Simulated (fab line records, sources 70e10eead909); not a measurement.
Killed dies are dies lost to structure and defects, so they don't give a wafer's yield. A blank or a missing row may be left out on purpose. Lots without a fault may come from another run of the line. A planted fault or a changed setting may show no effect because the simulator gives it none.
Which tool did it? | flow nand_harc | 13 lots, 39 wafers sampled, at 5 steps of a route of 1159

WHAT THE GAUGES READ, wafer by wafer
NHARC_END_SORT_01.
lot  | measured     | on        | killed_at_array | killed_at_other | killed_at_periphery | killed_dies | killed_open | killed_short
L749 | day 22 00:55 | prober-01 | 91 78 78        | 3 1 2           | 3 8 5               | 97 87 85    | 1 4 4       | 2 3 4
L750 | day 22 10:20 | prober-01 | 89 85 92        | 0 0 0           | 5 7 7               | 94 92 99    | 2 0 5       | 2 0 1

WHICH TOOL RAN EACH LOT (tool, then ch and the chambers of the sampled wafers, then the start)
lot  | NHARC_A_CONTACT_ETCH_117             | NHARC_A_BONDPAD_PVD_17                  | NHARC_THIN_TSV_CMP_01         | NHARC_THIN_TSV_DESCUM_35
L737 | har_cap_etch-02 ch 0,1, day 16 11:46 | pvd_sputter-03, day 18 19:59 or earlier | cmp-03 ch 1,2,3, day 18 19:59 | rie_diel-06 ch 0,1,2, day 19 03:38
L740 | har_cap_etch-03 ch 0,1, day 16 14:10 | pvd_sputter-03, day 18 18:46 or earlier | cmp-02 ch 1,2,3, day 18 18:46 | rie_diel-10 ch 0,2,3, day 19 02:31
L738 | har_cap_etch-03 ch 0,1, day 16 17:18 | pvd_sputter-01, day 18 21:10 or earlier | cmp-01 ch 0,1,3, day 18 21:10 | rie_diel-10 ch 0,1,2, day 19 05:17
L739 | har_cap_etch-03 ch 1, day 16 21:59   | pvd_sputter-02, day 18 22:22 or earlier | cmp-01 ch 0,1, day 18 22:22   | rie_diel-10 ch 0,2,3, day 19 05:44
L741 | har_cap_etch-02 ch 0,1, day 17 03:00 | pvd_sputter-03, day 19 05:52 or earlier | cmp-01 ch 0,1,2, day 19 05:52 | rie_diel-06 ch 1,3, day 19 13:19
L742 | har_cap_etch-01 ch 0,1, day 17 22:29 | pvd_sputter-01, day 20 05:39 or earlier | cmp-03 ch 0,1, day 20 05:39   | rie_diel-10 ch 1,2, day 20 12:59
L743 | har_cap_etch-01 ch 0,1, day 18 10:35 | pvd_sputter-02, day 20 16:07 or earlier | cmp-02 ch 0,1, day 20 16:07   | rie_diel-06 ch 0,1,3, day 20 23:50
L749 | har_cap_etch-01 ch 0,1, day 19 07:37 | pvd_sputter-03, day 21 10:26 or earlier | cmp-01 ch 0,2,3, day 21 10:26 | rie_diel-06 ch 1,2,3, day 21 17:47
L750 | har_cap_etch-01 ch 0,1, day 19 11:27 | pvd_sputter-02, day 21 08:02 or earlier | cmp-03 ch 2,3, day 21 08:02   | rie_diel-10 ch 2,3, day 21 15:20
L754 | har_cap_etch-02 ch 0,1, day 20 08:01 | pvd_sputter-03, day 22 22:20 or earlier | cmp-02 ch 0,2,3, day 22 22:20 | rie_diel-08 ch 1,2, day 23 06:05
L753 | har_cap_etch-02 ch 0,1, day 20 15:08 | pvd_sputter-01, day 22 21:10 or earlier | cmp-03 ch 0,1,3, day 22 21:10 | rie_diel-06 ch 1,2,3, day 23 05:25
L756 | har_cap_etch-03 ch 0,1, day 20 22:16 | pvd_sputter-03, day 23 05:13 or earlier | cmp-03 ch 1,2,3, day 23 05:13 | rie_diel-10 ch 0,2,3, day 23 12:41
L760 | har_cap_etch-02 ch 0,1, day 22 05:29 | pvd_sputter-01, day 24 11:16 or earlier | cmp-03 ch 0,1,3, day 24 11:16 | rie_diel-10 ch 0,1,3, day 24 18:47
- NHARC_A_CONTACT_ETCH_117: etches the open film in C4F8/O2/Ar, time 94 s, target depth 922 nm.
- NHARC_A_BONDPAD_PVD_17: deposits TaN, target thk 5 nm, time 8.06 s.
- NHARC_THIN_TSV_CMP_01: polishes.
- NHARC_THIN_TSV_DESCUM_35: chemistry O2, time 3 s.

WHAT THE TOOLS THEMSELVES READ (means of the sampled wafers that have a number; where no wafer has one, the mark that the record gives instead)
NHARC_A_BONDPAD_PVD_17.
lot  | tool           | bias_v (V) | throttle_valve_pct (%)
L737 | pvd_sputter-03 | 168.2      | 32.4
L740 | pvd_sputter-03 | 168.8      | 31.4
L738 | pvd_sputter-01 | 167.9      | 29.1
L739 | pvd_sputter-02 | 167.7      | 30.8
L741 | pvd_sputter-03 | 169.7      | 32.5
L742 | pvd_sputter-01 | 169.3      | 29.3
L743 | pvd_sputter-02 | 168.9      | 29.3
L749 | pvd_sputter-03 | 168.8      | 31.8
L750 | pvd_sputter-02 | 166.0      | 30.4
L754 | pvd_sputter-03 | 168.1      | 30.5
L753 | pvd_sputter-01 | 166.6      | 29.5
L756 | pvd_sputter-03 | 168.4      | 30.8
L760 | pvd_sputter-01 | 168.9      | 29.4

NHARC_THIN_TSV_CMP_01.
lot  | tool   | edge_zone_pressure_frac | motor_current_A (A)
L737 | cmp-03 | 1.002                   | 10.8
L740 | cmp-02 | 0.998                   | 12.1
L738 | cmp-01 | 0.997                   | 13.2
L739 | cmp-01 | 1.002                   | 13.8
L741 | cmp-01 | 0.998                   | 13.1
L742 | cmp-03 | 1.001                   | 11.6
L743 | cmp-02 | 0.992                   | 13.2
L749 | cmp-01 | 0.999                   | 11.8
L750 | cmp-03 | 1.001                   | 10.6
L754 | cmp-02 | 1.002                   | 12.0
L753 | cmp-03 | 0.998                   | 11.2
L756 | cmp-03 | 1.002                   | 10.6
L760 | cmp-03 | 1.000                   | 11.2

NHARC_THIN_TSV_DESCUM_35.
lot  | tool        | drypump_motor_current_A (A) | oes_product_au (a.u.) | rf_vpp_V (V) | showerhead_plenum_p_Torr (Torr) | throttle_valve_pct (%)
L737 | rie_diel-06 | 5.2                         | 1.000                 | 57.6         | 1.98                            | 11.310
L740 | rie_diel-10 | 5.7                         | 0.988                 | 57.6         | 1.87                            | 11.309
L738 | rie_diel-10 | 5.5                         | 0.997                 | 58.3         | 1.92                            | 11.317
L739 | rie_diel-10 | 5.7                         | 0.996                 | 57.5         | 1.87                            | 11.311
L741 | rie_diel-06 | 5.3                         | 1.016                 | 57.9         | 1.98                            | 11.305
L742 | rie_diel-10 | 5.7                         | 1.005                 | 57.0         | 1.90                            | 11.310
L743 | rie_diel-06 | 5.4                         | 1.005                 | 58.2         | 1.98                            | 11.314
L749 | rie_diel-06 | 5.6                         | 0.998                 | 57.6         | 1.93                            | 11.307
L750 | rie_diel-10 | 6.0                         | 1.006                 | 58.4         | 1.85                            | 11.310
L754 | rie_diel-08 | 5.8                         | 1.001                 | 57.3         | 1.81                            | 11.303
L753 | rie_diel-06 | 5.6                         | 1.000                 | 57.6         | 1.93                            | 11.318
L756 | rie_diel-10 | 5.8                         | 0.984                 | 57.4         | 1.87                            | 11.304
L760 | rie_diel-10 | 5.2                         | 1.010                 | 57.2         | 1.93                            | 11.304

THE ANSWER, worked out from the rows above alone
Rule: what is usual is taken from the lots themselves. Put in order of their means at a reading, lots are off if they are a third of the lots or fewer, leave a main group of 4 or more, and stand apart from it by a gap of 3 or more times the standard deviation of the main group's means; of several such gaps the widest counts. A main group whose means are all the same, to the digits that the tables above print for the reading, isn't used. A lot without any number at a reading at which 4 lots or more have one is off too. The other lots that the step has rows for count as sound. The gauges are gone through in route order, then the tools' own readings, and for those a lot's mean is taken as printed above. The first step at which some lot is off is used, and at that step the reading that is off furthest; a lot without a number counts as furthest.
No lot is off at any reading shown: from this, nothing can be told.

WHAT THE SIMULATOR HAD PUT IN
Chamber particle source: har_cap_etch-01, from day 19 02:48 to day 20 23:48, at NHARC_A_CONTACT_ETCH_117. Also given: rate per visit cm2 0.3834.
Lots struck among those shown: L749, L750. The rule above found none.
